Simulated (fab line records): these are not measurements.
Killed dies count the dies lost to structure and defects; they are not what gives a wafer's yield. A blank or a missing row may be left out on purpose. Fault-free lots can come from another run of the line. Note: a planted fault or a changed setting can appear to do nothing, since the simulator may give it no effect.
The tool behind it: which one?	flow n5 finfet	22 lots, 66 wafers sampled, at 6 steps of a route of 1938

== WHAT EACH GAUGE READ, for each wafer ==
The record holds no reading of a measuring or inspecting step that can be judged against a usual standard deviation.

== WHAT TOOL EACH LOT RAN ON (gives the tool, then ch and the chambers of the sampled wafers, and finally the start) ==
lot	N5_BEOL_M1_TRENCH_ETCH_37	N5_BEOL_M1_STRIP_97	N5_BEOL_M1_SPUTTER_81	N5_BEOL_M1_SPUTTER_92	N5_BEOL_M1_CMP_52	N5_BEOL_M2_ILD_DEP_00
L074	rie diel-06 ch 1,2,3, day 6 11:59 or earlier	rie diel-06 ch 1,2,3, day 6 11:59 or earlier	pvd sputter-01, day 6 11:59	pvd sputter-01, day 6 12:52	cmp-01 ch 0,1,3, day 6 13:50	pecvd-03 ch 0,2, day 6 14:25
L075	rie diel-01 ch 0,1,2, day 7 02:02 or earlier	rie diel-01 ch 0,1,2, day 7 02:02 or earlier	pvd sputter-03, day 7 02:02	pvd sputter-03, day 7 02:55	cmp-04 ch 0,2, day 7 03:51	pecvd-04 ch 1,2, day 7 04:28
L076	rie diel-06 ch 0,1, day 7 10:03 or earlier	rie diel-06 ch 0,1, day 7 10:03 or earlier	pvd sputter-03, day 7 10:03	pvd sputter-03, day 7 10:56	cmp-01 ch 1,2, day 7 11:52	pecvd-01 ch 0,2, day 7 12:31
L077	rie diel-04 ch 1,2,3, day 7 10:09 or earlier	rie diel-04 ch 1,2,3, day 7 10:09 or earlier	pvd sputter-01, day 7 10:09	pvd sputter-01, day 7 11:08	cmp-01 ch 0,2, day 7 12:05	pecvd-03 ch 1,2, day 7 12:43
L078	rie diel-04 ch 0,3, day 7 12:57 or earlier	rie diel-04 ch 0,3, day 7 12:57 or earlier	pvd sputter-03, day 7 12:57	pvd sputter-03, day 7 13:50	cmp-04 ch 0,1,3, day 7 14:46	pecvd-04 ch 1,2, day 7 15:23
L079	rie diel-06 ch 0,1,2, day 7 13:19 or earlier	rie diel-06 ch 0,1,2, day 7 13:19 or earlier	pvd sputter-01, day 7 13:19	pvd sputter-01, day 7 14:11	cmp-01 ch 0,1,2, day 7 15:07	pecvd-04 ch 0,1, day 7 15:45
L080	rie diel-01 ch 0,1,2, day 7 23:06 or earlier	rie diel-01 ch 0,1,2, day 7 23:06 or earlier	pvd sputter-01, day 7 23:06	pvd sputter-01, day 7 23:59	cmp-01 ch 0,1, day 8 00:55	pecvd-03 ch 0,1, day 8 01:32
L081	rie diel-01 ch 0,1,2, day 8 03:26 or earlier	rie diel-01 ch 0,1,2, day 8 03:26 or earlier	pvd sputter-03, day 8 03:26	pvd sputter-03, day 8 04:19	cmp-01 ch 0,1,3, day 8 05:18	pecvd-04 ch 1,2, day 8 05:55
L082	rie diel-06 ch 1,2,3, day 8 06:43 or earlier	rie diel-06 ch 1,2,3, day 8 06:43 or earlier	pvd sputter-02, day 8 06:43	pvd sputter-02, day 8 07:35	cmp-01 ch 1,2,3, day 8 08:32	pecvd-03 ch 0,1,2, day 8 09:08
L083	rie diel-01 ch 0,1,2, day 8 19:05 or earlier	rie diel-01 ch 0,1,2, day 8 19:05 or earlier	pvd sputter-01, day 8 19:05	pvd sputter-01, day 8 19:58	cmp-03 ch 0,1,3, day 8 20:56	pecvd-01 ch 1,2, day 8 21:33
L084	rie diel-01 ch 1,2,3, day 8 21:33 or earlier	rie diel-01 ch 1,2,3, day 8 21:33 or earlier	pvd sputter-03, day 8 21:33	pvd sputter-03, day 8 22:26	cmp-03 ch 1,2, day 8 23:22	pecvd-01 ch 0,2, day 8 23:59
L087	rie diel-01 ch 0,3, day 9 13:19 or earlier	rie diel-01 ch 0,3, day 9 13:19 or earlier	pvd sputter-03, day 9 13:19	pvd sputter-03, day 9 14:11	cmp-01 ch 0,2, day 9 15:34	pecvd-04 ch 1,2, day 9 16:08
L085	rie diel-01 ch 0,2,3, day 9 18:52 or earlier	rie diel-01 ch 0,2,3, day 9 18:52 or earlier	pvd sputter-03, day 9 18:52	pvd sputter-03, day 9 19:45	cmp-04 ch 0,2, day 9 20:43	pecvd-03 ch 0,1,2, day 9 21:18
L088	rie diel-04 ch 1,3, day 9 22:23 or earlier	rie diel-04 ch 1,3, day 9 22:23 or earlier	pvd sputter-03, day 9 22:23	pvd sputter-03, day 9 23:16	cmp-04 ch 1,2, day 10 00:13	pecvd-01 ch 0,2, day 10 00:50
L089	rie diel-04 ch 0,2,3, day 10 11:20 or earlier	rie diel-04 ch 0,2,3, day 10 11:20 or earlier	pvd sputter-02, day 10 11:20	pvd sputter-02, day 10 12:13	cmp-01 ch 0,1,2, day 10 13:18	pecvd-03 ch 0,2, day 10 13:58
L090	rie diel-01 ch 0,1,2, day 10 13:03 or earlier	rie diel-01 ch 0,1,2, day 10 13:03 or earlier	pvd sputter-01, day 10 13:03	pvd sputter-01, day 10 13:56	cmp-01 ch 0,1, day 10 15:35	pecvd-01 ch 0,1,2, day 10 16:13
L091	rie diel-04 ch 0,3, day 11 06:59 or earlier	rie diel-04 ch 0,3, day 11 06:59 or earlier	pvd sputter-01, day 11 06:59	pvd sputter-01, day 11 07:52	cmp-01 ch 1,2, day 11 08:51	pecvd-01 ch 0,1,2, day 11 09:27
L092	rie diel-06 ch 1,2,3, day 11 08:49 or earlier	rie diel-06 ch 1,2,3, day 11 08:49 or earlier	pvd sputter-01, day 11 08:49	pvd sputter-01, day 11 09:42	cmp-04 ch 0,1,3, day 11 10:44	pecvd-01 ch 0,1, day 11 11:16
L093	rie diel-06 ch 0,2,3, day 11 11:37 or earlier	rie diel-06 ch 0,2,3, day 11 11:37 or earlier	pvd sputter-02, day 11 11:37	pvd sputter-02, day 11 12:29	cmp-01 ch 0,1,2, day 11 13:31	pecvd-01 ch 1,2, day 11 14:05
L095	rie diel-04 ch 0,1,3, day 11 20:17 or earlier	rie diel-04 ch 0,1,3, day 11 20:17 or earlier	pvd sputter-03, day 11 20:17	pvd sputter-03, day 11 21:10	cmp-01 ch 1,2, day 11 22:08	pecvd-01 ch 0,1, day 11 22:43
L096	rie diel-04 ch 1,2,3, day 12 06:46 or earlier	rie diel-04 ch 1,2,3, day 12 06:46 or earlier	pvd sputter-02, day 12 06:46	pvd sputter-02, day 12 07:39	cmp-03 ch 0,1,3, day 12 08:35	pecvd-04 ch 0,2, day 12 09:12
L097	rie diel-06 ch 2,3, day 12 08:22 or earlier	rie diel-06 ch 2,3, day 12 08:22 or earlier	pvd sputter-01, day 12 08:22	pvd sputter-01, day 12 09:15	cmp-03 ch 1,2,3, day 12 10:13	pecvd-03 ch 0,1, day 12 10:48
- N5_BEOL_M1_TRENCH_ETCH_37: etches SiOC in C4F6/O2, target depth 55.207 nm, time 29 s.
- N5_BEOL_M1_STRIP_97: strips in N2/H2, time 10 s.
- N5_BEOL_M1_SPUTTER_81: material Cu, target thk 4.5 nm, time 8.29 s.
- N5_BEOL_M1_SPUTTER_92: material Cu, target thk 4.5 nm, time 8.29 s.
- N5_BEOL_M1_CMP_52: polishes, stops on SiOC, t overpolish 6.8 s, target thk 40 nm.
- N5_BEOL_M2_ILD_DEP_00: deposits SiOC from DEMS/O2, target thk 79 nm, time 15.3 s.

== AS READ BY THE TOOLS THEMSELVES (means over the sampled wafers that have a number; for cases with no such wafer, the mark the record gives instead) ==
N5_BEOL_M1_TRENCH_ETCH_37. Usual: chamber pressure mTorr 30.002 mTorr, standard deviation 0.027; drypump motor current A 5.7 A, standard deviation 0.61; oes product au 0.82 a.u., standard deviation 0.081; rf vpp V 668 V, standard deviation 6.2; showerhead plenum p Torr 2.86 Torr, standard deviation 0.091; throttle valve pct 20.83 %, standard deviation 0.2.
lot	tool	chamber pressure mTorr (mTorr)	drypump motor current A (A)	oes product au (a.u.)	rf vpp V (V)	showerhead plenum p Torr (Torr)	throttle valve pct (%)	flag
L074	rie diel-06	29.976	5.6	0.72	674	2.82	21.10	
L075	rie diel-01	29.988	5.7	0.82	662	2.85	20.77	
L076	rie diel-06	29.994	5.9	0.87	668	2.88	20.71	
L077	rie diel-04	30.035	6.0	0.82	671	2.88	20.87	
L078	rie diel-04	30.011	5.7	0.93	671	2.94	20.63	
L079	rie diel-06	29.989	5.9	0.89	673	2.89	20.80	
L080	rie diel-01	29.983	5.7	0.81	662	2.84	20.79	
L081	rie diel-01	29.971	5.7	0.81	662	2.84	20.79	
L082	rie diel-06	29.978	5.5	0.81	674	2.82	20.98	
L083	rie diel-01	29.993	5.7	0.81	663	2.84	20.80	
L084	rie diel-01	30.028	5.7	0.84	664	2.81	20.75	
L087	rie diel-01	30.019	5.4	0.90	663	2.84	20.59	
L085	rie diel-01	29.968	5.2	0.83	665	2.82	20.72	
L088	rie diel-04	30.021	5.9	0.80	669	2.94	20.86	
L089	rie diel-04	30.003	5.8	0.85	671	2.89	20.78	
L090	rie diel-01	30.006	5.7	0.79	661	2.83	20.82	
L091	rie diel-04	29.999	5.7	0.88	671	2.93	20.65	
L092	rie diel-06	30.019	5.6	0.77	673	2.81	21.03	
L093	rie diel-06	29.995	6.0	0.82	670	2.83	20.94	
L095	rie diel-04	29.979	5.7	0.84	671	2.95	20.78	
L096	rie diel-04	29.988	6.0	0.78	670	2.86	20.91	
L097	rie diel-06	29.976	5.6	0.76	670	2.77	21.13	

N5_BEOL_M1_STRIP_97. Usual: chamber pressure mTorr is 20.004 mTorr with standard deviation 0.018, drypump motor current A is 5.7 A with standard deviation 0.61, n2 flow sccm is 200.0 sccm with standard deviation 0.66, oes product au is 0.82 a.u. with standard deviation 0.08, rf vpp V is 59.2 V with standard deviation 0.89, showerhead plenum p Torr is 2.55 Torr with standard deviation 0.088, and throttle valve pct is 23.64 % with standard deviation 0.22.
lot	tool	chamber pressure mTorr (mTorr)	drypump motor current A (A)	n2 flow sccm (sccm)	oes product au (a.u.)	rf vpp V (V)	showerhead plenum p Torr (Torr)	throttle valve pct (%)	flag
L074	rie diel-06	20.013	5.5	200.3	0.72	58.7	2.51	23.94	
L075	rie diel-01	20.015	5.7	200.5	0.82	59.0	2.53	23.57	
L076	rie diel-06	19.996	5.8	200.7	0.87	59.3	2.57	23.60	
L077	rie diel-04	19.987	6.0	200.0	0.83	59.6	2.56	23.74	
L078	rie diel-04	19.992	5.7	201.3	0.93	59.5	2.63	23.45	
L079	rie diel-06	19.992	5.9	200.0	0.89	59.5	2.57	23.67	
L080	rie diel-01	19.997	5.7	200.1	0.82	59.1	2.53	23.58	
L081	rie diel-01	20.021	5.7	199.4	0.81	58.5	2.53	23.57	
L082	rie diel-06	20.003	5.5	200.3	0.81	58.8	2.51	23.83	
L083	rie diel-01	20.012	5.7	200.2	0.81	59.0	2.53	23.60	
L084	rie diel-01	19.991	5.7	200.1	0.84	59.8	2.50	23.53	
L087	rie diel-01	20.001	5.4	200.1	0.89	59.6	2.52	23.36	
L085	rie diel-01	20.025	5.3	199.4	0.84	58.5	2.50	23.48	
L088	rie diel-04	20.010	5.9	199.9	0.80	58.1	2.63	23.66	
L089	rie diel-04	19.999	5.8	199.3	0.84	58.6	2.57	23.65	
L090	rie diel-01	20.010	5.7	200.4	0.79	59.2	2.52	23.60	
L091	rie diel-04	20.003	5.7	199.6	0.88	59.8	2.62	23.48	
L092	rie diel-06	19.989	5.5	200.1	0.77	57.7	2.50	23.86	
L093	rie diel-06	19.990	6.0	199.9	0.83	58.0	2.53	23.85	
L095	rie diel-04	20.018	5.7	200.5	0.84	59.0	2.64	23.56	
L096	rie diel-04	20.009	6.0	199.5	0.79	60.0	2.55	23.77	
L097	rie diel-06	19.996	5.6	200.1	0.76	59.3	2.46	23.99	

N5_BEOL_M1_SPUTTER_81. Usual: 30.5 % for throttle valve pct, sd 0.95.
lot	tool	throttle valve pct (%)	flag
L074	pvd sputter-01	30.1	
L075	pvd sputter-03	30.3	
L076	pvd sputter-03	31.2	
L077	pvd sputter-01	30.6	
L078	pvd sputter-03	31.9	
L079	pvd sputter-01	30.5	
L080	pvd sputter-01	30.4	
L081	pvd sputter-03	30.0	
L082	pvd sputter-02	29.3	
L083	pvd sputter-01	30.6	
L084	pvd sputter-03	30.5	
L087	pvd sputter-03	31.3	
L085	pvd sputter-03	31.3	
L088	pvd sputter-03	31.2	
L089	pvd sputter-02	29.6	
L090	pvd sputter-01	30.3	
L091	pvd sputter-01	30.5	
L092	pvd sputter-01	30.5	
L093	pvd sputter-02	29.4	
L095	pvd sputter-03	31.1	
L096	pvd sputter-02	29.4	
L097	pvd sputter-01	30.8	

N5_BEOL_M1_SPUTTER_92. Usual: 30.5 % for throttle valve pct, sd 0.93.
lot	tool	throttle valve pct (%)	flag
L074	pvd sputter-01	30.2	
L075	pvd sputter-03	30.2	
L076	pvd sputter-03	31.1	
L077	pvd sputter-01	30.6	
L078	pvd sputter-03	31.9	
L079	pvd sputter-01	30.5	
L080	pvd sputter-01	30.4	
L081	pvd sputter-03	30.0	
L082	pvd sputter-02	29.5	
L083	pvd sputter-01	30.5	
L084	pvd sputter-03	30.5	
L087	pvd sputter-03	31.2	
L085	pvd sputter-03	31.1	
L088	pvd sputter-03	31.3	
L089	pvd sputter-02	29.6	
L090	pvd sputter-01	30.4	
L091	pvd sputter-01	30.4	
L092	pvd sputter-01	30.7	
L093	pvd sputter-02	29.4	
L095	pvd sputter-03	31.2	
L096	pvd sputter-02	29.5	
L097	pvd sputter-01	30.8	

N5_BEOL_M1_CMP_52. Usual: barrier field endpoint s 25.1 s, standard deviation 0.55; clearing platen down force psi 1.5001 psi, standard deviation 0.0029; head pressure psi 1.0000 psi, standard deviation 0.002; motor current A 6.2 A, standard deviation 0.48; overpolish run s 6.801 s, standard deviation 0.0085; time to endpoint s 63.9 s, standard deviation 2.6.
lot	tool	barrier field endpoint s (s)	clearing platen down force psi (psi)	head pressure psi (psi)	motor current A (A)	overpolish run s (s)	time to endpoint s (s)	flag
L074	cmp-01	25.4	1.5001	0.9998	6.4	6.798	66.6	
L075	cmp-04	25.5	1.4992	1.0004	5.6	6.804	64.4	
L076	cmp-01	24.8	1.5019	1.0002	6.1	6.804	62.2	
L077	cmp-01	25.3	1.4995	0.9988	6.0	6.803	65.8	
L078	cmp-04	25.7	1.5028	1.0021	6.2	6.805	65.1	
L079	cmp-01	25.4	1.5005	0.9999	6.3	6.794	68.3	
L080	cmp-01	25.2	1.5000	1.0014	6.2	6.804	67.8	
L081	cmp-01	25.0	1.5048	1.0010	6.1	6.813	61.8	
L082	cmp-01	25.0	1.5014	1.0018	6.3	6.799	63.5	
L083	cmp-03	24.8	1.4966	0.9988	5.7	6.793	63.9	
L084	cmp-03	24.9	1.5011	0.9992	6.4	6.801	64.4	
L087	cmp-01	24.7	1.4989	1.0004	6.0	6.794	64.3	
L085	cmp-04	24.7	1.4978	1.0001	6.0	6.797	60.1	
L088	cmp-04	24.5	1.5007	0.9999	5.4	6.810	62.5	
L089	cmp-01	25.1	1.4976	1.0007	6.2	6.796	63.2	
L090	cmp-01	24.7	1.5020	0.9982	6.4	6.798	61.9	
L091	cmp-01	25.5	1.5000	1.0006	6.1	6.805	63.9	
L092	cmp-04	25.0	1.5012	1.0012	6.4	6.796	62.2	
L093	cmp-01	25.3	1.5017	0.9979	6.2	6.801	66.2	
L095	cmp-01	25.0	1.4996	1.0002	6.1	6.802	62.8	
L096	cmp-03	24.3	1.4990	0.9989	5.6	6.796	61.3	
L097	cmp-03	25.7	1.5017	0.9990	5.8	6.803	64.6	

N5_BEOL_M2_ILD_DEP_00. Usual: heater power w 510 W, standard deviation 99; showerhead plenum p Torr 5.698 Torr, standard deviation 0.019; showerhead vpp V 1433 V, standard deviation 71; throttle valve pct 12.3 %, standard deviation 0.51.
lot	tool	heater power w (W)	showerhead plenum p Torr (Torr)	showerhead vpp V (V)	throttle valve pct (%)	flag
L074	pecvd-03	512	5.691	1400	11.9	
L075	pecvd-04	386	5.682	1520	11.9	
L076	pecvd-01	621	5.712	1410	12.3	
L077	pecvd-03	503	5.685	1429	12.1	
L078	pecvd-04	403	5.676	1531	11.9	
L079	pecvd-04	392	5.680	1450	12.2	
L080	pecvd-03	501	5.698	1441	12.3	
L081	pecvd-04	392	5.680	1531	11.9	
L082	pecvd-03	538	5.696	1410	12.2	
L083	pecvd-01	588	5.715	1463	12.7	
L084	pecvd-01	682	5.719	1431	12.4	
L087	pecvd-04	393	5.677	1538	12.0	
L085	pecvd-03	495	5.696	1420	12.1	
L088	pecvd-01	619	5.728	1413	12.4	
L089	pecvd-03	463	5.697	1411	12.2	
L090	pecvd-01	572	5.710	1417	12.5	
L091	pecvd-01	565	5.709	1437	12.8	
L092	pecvd-01	472	5.696	1438	12.9	
L093	pecvd-01	521	5.709	1451	13.0	
L095	pecvd-01	436	5.693	1425	13.1	
L096	pecvd-04	546	5.681	1378	11.9	
L097	pecvd-03	459	5.688	1437	12.3	

== THE ANSWER, worked out from the rows above alone ==
Rule: a lot counts as off when the mean over its wafers that have a number is more than 3 standard deviations away from the usual mean. Also off: a lot with no number at a reading for which 4 or more lots have one. The other lots that the step has rows for count as sound. After the gauges, taken in route order, come the tools' own readings; for these a lot's mean is taken, as printed above. At the first step where some lot is off, the reading lying furthest off is the one used; lots without a number count as furthest.
No lot is off on any of the readings shown, so nothing can be concluded from this.

== WHAT THE SIMULATOR HAD INSERTED ==
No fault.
